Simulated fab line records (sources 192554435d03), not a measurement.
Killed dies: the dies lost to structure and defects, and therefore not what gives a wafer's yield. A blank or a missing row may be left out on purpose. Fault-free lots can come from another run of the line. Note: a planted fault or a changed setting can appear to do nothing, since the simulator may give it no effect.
Chamber matching || flow n5-finfet || N5_BEOL_M4_ETCH_77 on rie-diel-04: 4 sister chambers
The step etches underlayer in N2/H2, target depth 6.5 nm, time 5.2 s. 14 wafers are shown with their chamber, then 7 later ones without.

WAFERS WITH THEIR CHAMBER
{"wafer": "L075.2", "chamber": 3, "showerhead-plenum-p-Torr (Torr)": 2.61, "drypump-motor-current-A (A)": 4.9, "throttle-valve-pct (%)": 18.08}
{"wafer": "L075.4", "chamber": 0, "showerhead-plenum-p-Torr (Torr)": 2.51, "drypump-motor-current-A (A)": 5.5, "throttle-valve-pct (%)": 18.34}
{"wafer": "L075.6", "chamber": 2, "showerhead-plenum-p-Torr (Torr)": 2.45, "drypump-motor-current-A (A)": 5.3, "throttle-valve-pct (%)": 17.77}
{"wafer": "L077.1", "chamber": 3, "showerhead-plenum-p-Torr (Torr)": 2.61, "drypump-motor-current-A (A)": 4.9, "throttle-valve-pct (%)": 18.07}
{"wafer": "L077.2", "chamber": 0, "showerhead-plenum-p-Torr (Torr)": 2.51, "drypump-motor-current-A (A)": 5.5, "throttle-valve-pct (%)": 18.35}
{"wafer": "L077.5", "chamber": 0, "showerhead-plenum-p-Torr (Torr)": 2.50, "drypump-motor-current-A (A)": 5.5, "throttle-valve-pct (%)": 18.35}
{"wafer": "L076.2", "chamber": 3, "showerhead-plenum-p-Torr (Torr)": 2.61, "drypump-motor-current-A (A)": 4.9, "throttle-valve-pct (%)": 18.07}
{"wafer": "L076.5", "chamber": 0, "showerhead-plenum-p-Torr (Torr)": 2.50, "drypump-motor-current-A (A)": 5.4, "throttle-valve-pct (%)": 18.35}
{"wafer": "L076.6", "chamber": 3, "showerhead-plenum-p-Torr (Torr)": 2.61, "drypump-motor-current-A (A)": 4.9, "throttle-valve-pct (%)": 18.10}
{"wafer": "L083.3", "chamber": 0, "showerhead-plenum-p-Torr (Torr)": 2.50, "drypump-motor-current-A (A)": 5.5, "throttle-valve-pct (%)": 17.95}
{"wafer": "L083.5", "chamber": 2, "showerhead-plenum-p-Torr (Torr)": 2.44, "drypump-motor-current-A (A)": 5.3, "throttle-valve-pct (%)": 17.81}
{"wafer": "L083.6", "chamber": 1, "showerhead-plenum-p-Torr (Torr)": 2.71, "drypump-motor-current-A (A)": 5.3, "throttle-valve-pct (%)": 17.70}
{"wafer": "L085.1", "chamber": 1, "showerhead-plenum-p-Torr (Torr)": 2.71, "drypump-motor-current-A (A)": 5.4, "throttle-valve-pct (%)": 17.68}
{"wafer": "L085.3", "chamber": 3, "showerhead-plenum-p-Torr (Torr)": 2.60, "drypump-motor-current-A (A)": 4.9, "throttle-valve-pct (%)": 18.10}

SIGNATURES (averages over the wafers above)
{"reading": "showerhead-plenum-p-Torr", "chamber 0": 2.5040, "chamber 1": 2.7100, "chamber 2": 2.4450, "chamber 3": 2.6080, "scatter within a chamber": 0.005}
{"reading": "drypump-motor-current-A", "chamber 0": 5.480, "chamber 1": 5.350, "chamber 2": 5.300, "chamber 3": 4.900, "scatter within a chamber": 0.0361}
{"reading": "throttle-valve-pct", "chamber 0": 18.2680, "chamber 1": 17.6900, "chamber 2": 17.7900, "chamber 3": 18.0840, "scatter within a chamber": 0.113}
Rule: distance of a wafer from a chamber = root of the sum over the readings of ((wafer's reading minus chamber's mean) / reading's scatter) squared. The wafer belongs to the nearest chamber; if the next one is less than 2 further off, it can't be placed. The scatter: the root of (the sum of the squares of (reading less its chamber's mean) over the shown wafers, divided by (wafers less chambers)).

WAFERS WITHOUT THEIR CHAMBER
{"wafer": "L085.6", "showerhead-plenum-p-Torr (Torr)": 2.44, "drypump-motor-current-A (A)": 5.3, "throttle-valve-pct (%)": 17.81}
{"wafer": "L084.2", "showerhead-plenum-p-Torr (Torr)": 2.70, "drypump-motor-current-A (A)": 5.3, "throttle-valve-pct (%)": 17.65}
{"wafer": "L084.3", "showerhead-plenum-p-Torr (Torr)": 2.44, "drypump-motor-current-A (A)": 5.3, "throttle-valve-pct (%)": 17.80}
{"wafer": "L084.6", "showerhead-plenum-p-Torr (Torr)": 2.50, "drypump-motor-current-A (A)": 5.5, "throttle-valve-pct (%)": 17.95}
{"wafer": "L091.4", "showerhead-plenum-p-Torr (Torr)": 2.60, "drypump-motor-current-A (A)": 4.9, "throttle-valve-pct (%)": 18.13}
{"wafer": "L091.5", "showerhead-plenum-p-Torr (Torr)": 2.70, "drypump-motor-current-A (A)": 5.3, "throttle-valve-pct (%)": 17.69}
{"wafer": "L091.6", "showerhead-plenum-p-Torr (Torr)": 2.43, "drypump-motor-current-A (A)": 5.3, "throttle-valve-pct (%)": 17.83}

WHICH CHAMBER EACH ONE RAN IN
{"wafer": "L085.6", "from the rows above": 2, "in truth": 2}
{"wafer": "L084.2", "from the rows above": 1, "in truth": 1}
{"wafer": "L084.3", "from the rows above": 2, "in truth": 2}
{"wafer": "L084.6", "from the rows above": 0, "in truth": 0}
{"wafer": "L091.4", "from the rows above": 3, "in truth": 3}
{"wafer": "L091.5", "from the rows above": 1, "in truth": 1}
{"wafer": "L091.6", "from the rows above": 2, "in truth": 2}
Correct placement for 7 of the 7. From these rows, 0 cannot be placed. 0 placed wrongly.
